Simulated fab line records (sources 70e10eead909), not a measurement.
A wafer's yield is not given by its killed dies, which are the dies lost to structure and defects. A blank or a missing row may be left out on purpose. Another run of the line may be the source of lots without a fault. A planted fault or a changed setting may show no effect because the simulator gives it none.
Which tool was responsible? :: flow nand_harc :: 36 wafers from 12 lots sampled at 5 of the route's 1159 steps

## WHAT EACH GAUGE READ, for each wafer
NHARC_A_CONTACT_CD_MEAS_80.
lot: L075
measured: day 17 10:43
on: cd_sem-01
cd_nm (nm): 187.3 187.9 187.9

lot: L077
measured: day 17 20:14
on: cd_sem-02
cd_nm (nm): 190.1 191.5 190.3

lot: L078
measured: day 18 06:41
on: cd_sem-02
cd_nm (nm): 188.8 189.5 189.8

lot: L082
measured: day 19 08:46
on: cd_sem-01
cd_nm (nm): 187.5 187.1 188.6

lot: L080
measured: day 19 16:26
on: cd_sem-02
cd_nm (nm): 189.4 188.8 189.1

lot: L085
measured: day 20 04:04
on: cd_sem-01
cd_nm (nm): 190.1 191.3 190.2

lot: L087
measured: day 21 00:49
on: cd_sem-03
cd_nm (nm): 190.2 189.5 189.0

lot: L088
measured: day 21 08:36
on: cd_sem-02
cd_nm (nm): 190.1 191.1 189.5

lot: L090
measured: day 21 22:43
on: cd_sem-02
cd_nm (nm): 189.8 189.2 189.7

lot: L094
measured: day 22 08:29
on: cd_sem-03
cd_nm (nm): 189.6 188.8 188.5

lot: L093
measured: day 22 12:49
on: cd_sem-02
cd_nm (nm): 188.2 188.7 188.2

lot: L097
measured: day 22 23:27
on: cd_sem-01
cd_nm (nm): 190.9 189.3 190.8

## EACH LOT AND THE TOOL THAT RAN IT (in order: tool; ch and the chambers of the sampled wafers; start)
lot: L075
NHARC_A_CONTACT_ETCH_50: rie_diel-13 ch 0,1,3, day 16 23:13 or earlier
NHARC_A_CONTACT_ETCH_120: har_cap_etch-02 ch 0,1, day 16 23:13
NHARC_A_CONTACT_ETCH_124: har_cap_etch-01 ch 0, day 17 08:37
NHARC_A_CONTACT_ETCH_97: rie_diel-13 ch 2,3, day 17 10:43 or earlier

lot: L077
NHARC_A_CONTACT_ETCH_50: rie_diel-06 ch 0,1,3, day 17 10:47 or earlier
NHARC_A_CONTACT_ETCH_120: har_cap_etch-02 ch 0,1, day 17 10:47
NHARC_A_CONTACT_ETCH_124: har_cap_etch-01 ch 1, day 17 18:06
NHARC_A_CONTACT_ETCH_97: rie_diel-06 ch 2,3, day 17 20:14 or earlier

lot: L078
NHARC_A_CONTACT_ETCH_50: rie_diel-06 ch 0,2,3, day 17 22:47 or earlier
NHARC_A_CONTACT_ETCH_120: har_cap_etch-03 ch 0,1, day 17 22:47
NHARC_A_CONTACT_ETCH_124: har_cap_etch-01 ch 0,1, day 18 04:35
NHARC_A_CONTACT_ETCH_97: rie_diel-13 ch 0,2,3, day 18 06:41 or earlier

lot: L082
NHARC_A_CONTACT_ETCH_50: rie_diel-06 ch 0,1,3, day 19 00:44 or earlier
NHARC_A_CONTACT_ETCH_120: har_cap_etch-03 ch 0,1, day 19 00:44
NHARC_A_CONTACT_ETCH_124: har_cap_etch-02 ch 0,1, day 19 06:38
NHARC_A_CONTACT_ETCH_97: rie_diel-06 ch 0,2,3, day 19 08:46 or earlier

lot: L080
NHARC_A_CONTACT_ETCH_50: rie_diel-13 ch 0,1,2, day 19 08:08 or earlier
NHARC_A_CONTACT_ETCH_120: har_cap_etch-01 ch 0,1, day 19 08:08
NHARC_A_CONTACT_ETCH_124: har_cap_etch-01 ch 0,1, day 19 14:18
NHARC_A_CONTACT_ETCH_97: rie_diel-06 ch 1,2,3, day 19 16:26 or earlier

lot: L085
NHARC_A_CONTACT_ETCH_50: rie_diel-06 ch 0,1,3, day 19 14:05 or earlier
NHARC_A_CONTACT_ETCH_120: har_cap_etch-03 ch 0,1, day 19 14:05
NHARC_A_CONTACT_ETCH_124: har_cap_etch-02 ch 0,1, day 19 21:07
NHARC_A_CONTACT_ETCH_97: rie_diel-06 ch 0,2,3, day 20 04:04 or earlier

lot: L087
NHARC_A_CONTACT_ETCH_50: rie_diel-06 ch 0,2,3, day 20 16:53 or earlier
NHARC_A_CONTACT_ETCH_120: har_cap_etch-01 ch 0,1, day 20 16:53
NHARC_A_CONTACT_ETCH_124: har_cap_etch-03 ch 0,1, day 20 22:41
NHARC_A_CONTACT_ETCH_97: rie_diel-13 ch 0,1,3, day 21 00:49 or earlier

lot: L088
NHARC_A_CONTACT_ETCH_50: rie_diel-06 ch 0,2,3, day 20 21:15 or earlier
NHARC_A_CONTACT_ETCH_120: har_cap_etch-02 ch 0,1, day 20 21:15
NHARC_A_CONTACT_ETCH_124: har_cap_etch-03 ch 0,1, day 21 05:59
NHARC_A_CONTACT_ETCH_97: rie_diel-13 ch 0,1,2, day 21 08:36 or earlier

lot: L090
NHARC_A_CONTACT_ETCH_50: rie_diel-03 ch 1,2,3, day 21 13:07 or earlier
NHARC_A_CONTACT_ETCH_120: har_cap_etch-03 ch 0,1, day 21 13:07
NHARC_A_CONTACT_ETCH_124: har_cap_etch-02 ch 0,1, day 21 20:28
NHARC_A_CONTACT_ETCH_97: rie_diel-06 ch 1,3, day 21 22:38

lot: L094
NHARC_A_CONTACT_ETCH_50: rie_diel-13 ch 1,2,3, day 21 23:34 or earlier
NHARC_A_CONTACT_ETCH_120: har_cap_etch-03 ch 0,1, day 21 23:34
NHARC_A_CONTACT_ETCH_124: har_cap_etch-03 ch 0,1, day 22 05:49
NHARC_A_CONTACT_ETCH_97: rie_diel-06 ch 0,1, day 22 08:29 or earlier

lot: L093
NHARC_A_CONTACT_ETCH_50: rie_diel-03 ch 0,3, day 22 04:45 or earlier
NHARC_A_CONTACT_ETCH_120: har_cap_etch-01 ch 0,1, day 22 04:45
NHARC_A_CONTACT_ETCH_124: har_cap_etch-02 ch 0,1, day 22 10:44
NHARC_A_CONTACT_ETCH_97: rie_diel-06 ch 0,1,3, day 22 12:49 or earlier

lot: L097
NHARC_A_CONTACT_ETCH_50: rie_diel-03 ch 0,2,3, day 22 15:16 or earlier
NHARC_A_CONTACT_ETCH_120: har_cap_etch-03 ch 0,1, day 22 15:16
NHARC_A_CONTACT_ETCH_124: har_cap_etch-03 ch 0,1, day 22 21:20
NHARC_A_CONTACT_ETCH_97: rie_diel-13 ch 0,1, day 22 23:27 or earlier
- NHARC_A_CONTACT_ETCH_50: etches the open film in CF4/CHF3, target depth 84.7 nm, time 42.4 s.
- NHARC_A_CONTACT_ETCH_120: etches the open film in C4F8/O2/Ar, time 94 s, target depth 922 nm.
- NHARC_A_CONTACT_ETCH_124: etches the open film in C4F8/O2/Ar, time 140 s, target depth 700 nm.
- NHARC_A_CONTACT_ETCH_97: etches the open film in C4F6/O2, target depth 20 nm, time 10 s.

## THE ANSWER, worked out from the rows above alone
Rule: usual is defined by the lots themselves. The widest of any qualifying gaps counts: lots, ordered by their means at a reading, are off when they make up no more than a third of the lots, leave a main group of 4 or more, and stand apart from it by 3 or more times the standard deviation of that group's means. The tables above print the reading to a certain number of digits; a main group whose means all agree to those digits is not used. Also off: a lot with no number at a reading for which 4 or more lots have one. Any other lot the step has rows for is counted as sound.
None of the lots is off at any reading shown; this tells nothing.

## WHAT HAD BEEN PUT IN BY THE SIMULATOR
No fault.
